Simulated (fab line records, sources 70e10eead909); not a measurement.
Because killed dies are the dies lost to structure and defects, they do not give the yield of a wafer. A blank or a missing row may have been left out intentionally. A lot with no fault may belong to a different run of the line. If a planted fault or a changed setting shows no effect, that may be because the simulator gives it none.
3 desks looking at one fault / flow nand harc / each desk has only its own numbers; what lay behind them comes last

## METROLOGY DESK
Means of the sampled wafers that have a number, per lot and without regard to the tool the lot ran on: this is what the gauges read. The brackets show how far a lot's mean lies from the usual mean; more than 4 standard deviations puts the lot out of limits, marked OUT.
Columns: A = cd nm at NHARC_THIN_TSV_CD_MEAS_12, usual 1000.2 nm
lot=L115; first seen here=day 18 18:26; A=998.6
lot=L117; first seen here=day 18 19:45; A=998.1
lot=L119; first seen here=day 19 15:32; A=999.1
lot=L121; first seen here=day 20 00:11; A=1001.7
lot=L127; first seen here=day 21 21:41; A=997.0
lot=L130; first seen here=day 22 00:46; A=997.2
lot=L129; first seen here=day 22 13:20; A=999.2
lot=L133; first seen here=day 23 01:25; A=1000.4
lot=L134; first seen here=day 23 20:13; A=1003.5
lot=L135; first seen here=day 24 16:51; A=1001.1
lot=L137; first seen here=day 25 01:32; A=998.2
This desk's verdict: no lot among the 11 shows anything out of limits.

## FOR THE TOOL OWNER'S DESK: rie metal-01
The tool's own readings at NHARC_THIN_TSV_ETCH_59 (etches the open film in Cl2/BCl3, target depth 880 nm, time 138.1 s): means of the sampled wafers that have a number, for each lot that ran on this tool. The brackets show how far a lot's mean lies from the usual mean; more than 4 standard deviations puts the lot out of limits, marked OUT.
Columns: A = drypump motor current A at NHARC_THIN_TSV_ETCH_59, usual 5.8 A; B = oes product au at NHARC_THIN_TSV_ETCH_59, usual 1.000 a.u.; C = throttle valve pct at NHARC_THIN_TSV_ETCH_59, usual 22.264 %
lot=L119; first seen here=day 19 22:00; A=5.9; B=0.995; C=22.263
lot=L127; first seen here=day 22 03:51; A=5.9; B=0.987; C=22.269
lot=L129; first seen here=day 22 19:43; A=5.9; B=0.994; C=22.263
lot=L137; first seen here=day 25 07:47; A=5.7; B=0.992; C=22.261
This desk's verdict: no lot among the 4 shows anything out of limits.

## THE DEFECT DESK
For each lot, the counts of the inspections along the route, averaged over the sampled wafers that have a number. The brackets show how far a lot's mean lies from the usual mean; more than 4 standard deviations puts the lot out of limits, marked OUT.
Columns: A = raw defect count at NHARC_THIN_TSV_INSPECT_40, usual 487
lot=L115; first seen here=day 19 07:11; A=396
lot=L117; first seen here=day 19 07:11; A=403
lot=L119; first seen here=day 20 01:46; A=483
lot=L121; first seen here=day 20 11:16; A=480
lot=L127; first seen here=day 22 07:20; A=665
lot=L130; first seen here=day 22 12:32; A=600
lot=L129; first seen here=day 23 02:05; A=553
lot=L133; first seen here=day 23 13:18; A=541
lot=L134; first seen here=day 24 07:57; A=448
lot=L135; first seen here=day 25 03:31; A=531
lot=L137; first seen here=day 25 10:49; A=491
This desk's verdict: no lot among the 11 shows anything out of limits.

## TAKEN TOGETHER
From the metrology desk's view, nothing was out of limits.
Nothing out of limits was seen by the tool owner's desk.
No out-of-limits result turned up at the defect desk.

## WHAT HAD BEEN PUT IN BY THE SIMULATOR
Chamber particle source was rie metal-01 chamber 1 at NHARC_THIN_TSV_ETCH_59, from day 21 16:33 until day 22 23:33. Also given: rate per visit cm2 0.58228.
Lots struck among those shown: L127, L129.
